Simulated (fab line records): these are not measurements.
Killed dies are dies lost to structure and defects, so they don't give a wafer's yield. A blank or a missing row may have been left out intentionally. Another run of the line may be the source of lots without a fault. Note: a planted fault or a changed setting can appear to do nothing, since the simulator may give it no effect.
The same fault as seen by 3 desks + flow n5Finfet + numbers are kept per desk, each desk with only its own; the story behind them comes last

## AT THE TOOL OWNER'S DESK: plasmaAsher-01
The tool's own readings at N5_SDB_STRIP_22 (strips in N2/H2): means of the sampled wafers that have a number, for each lot that ran on this tool. Any lot whose mean is over 4 standard deviations away from the usual mean is out of limits and marked OUT; that distance is given in the brackets.
Columns: A = drypumpMotorCurrentA at N5_SDB_STRIP_22, usual 5.7 A; B = heaterPowerW at N5_SDB_STRIP_22, usual 340 W; C = oesProductAu at N5_SDB_STRIP_22, usual 0.714 a.u.; D = stripTimeToEndpointS at N5_SDB_STRIP_22, usual 96.2 s
| lot  | first seen here | A   | B   | C     | D    |
|------|-----------------|-----|-----|-------|------|
| L253 | day 5 04:38     | 5.6 | 370 | 0.717 | 96.2 |
| L255 | day 5 17:16     | 5.4 | 334 | 0.719 | 94.8 |
Result from this desk: across the 2 lots, nothing is out of limits.

## THE DEFECT DESK
Per lot, the means of the sampled wafers with a number show what the inspections along the route counted. Any lot whose mean is over 4 standard deviations away from the usual mean is out of limits and marked OUT; that distance is given in the brackets.
Columns: A = rawDefectCount at N5_SDB_INSPECT_13, usual 77
| lot  | first seen here | A  |
|------|-----------------|----|
| L250 | day 4 03:52     | 65 |
| L253 | day 5 04:17     | 82 |
| L255 | day 5 15:28     | 97 |
| L264 | day 7 19:07     | 86 |
| L269 | day 9 08:17     | 60 |
Result from this desk: across the 5 lots, nothing is out of limits.

## THE METROLOGY DESK
Lot by lot, what the gauges showed, no matter which tool ran the lot: averages of those sampled wafers that carry a number. Any lot whose mean is over 4 standard deviations away from the usual mean is out of limits and marked OUT; that distance is given in the brackets. 7 of its 12 readings are shown, namely those furthest out on some lot.
Columns: A = SDB_OVL at N5_SDB_OVL_MEAS_12, usual -0.2 nm; B = DIBL_N at N5_BEOL_M4_RC_MEAS_101, usual 36.7 mV/V; C = DIBL_P at N5_BEOL_M4_RC_MEAS_101, usual 36.9 mV/V; D = IOFF_N at N5_BEOL_M4_RC_MEAS_101, usual 0.17 nA/um; E = ION_N at N5_BEOL_M4_RC_MEAS_101, usual 678 uA/um; F = ION_P at N5_BEOL_M4_RC_MEAS_101, usual 465 uA/um; G = VT_P at N5_BEOL_M4_RC_MEAS_101, usual -250 mV
| lot  | first seen here | A    | B    | C    | D    | E   | F   | G    |
|------|-----------------|------|------|------|------|-----|-----|------|
| L250 | day 4 03:49     | -0.6 | 38.2 | 38.3 | 0.18 | 669 | 449 | -254 |
| L253 | day 5 04:14     | -0.7 | 35.5 | 35.5 | 0.14 | 676 | 469 | -249 |
| L255 | day 5 15:25     | 0.7  | 34.9 | 34.6 | 0.14 | 675 | 468 | -254 |
| L264 | day 7 19:04     | -1.4 | 36.6 | 37.1 | 0.16 | 674 | 466 | -249 |
| L269 | day 9 08:14     | 0.6  | 40.5 | 41.3 | 0.22 | 696 | 474 | -248 |
Result from this desk: across the 5 lots, nothing is out of limits.

## TAKEN TOGETHER
Nothing out of limits was seen by the tool owner's desk.
No out-of-limits result turned up at the defect desk.
From the metrology desk's view, nothing was out of limits.

## WHAT THE SIMULATOR PUT IN
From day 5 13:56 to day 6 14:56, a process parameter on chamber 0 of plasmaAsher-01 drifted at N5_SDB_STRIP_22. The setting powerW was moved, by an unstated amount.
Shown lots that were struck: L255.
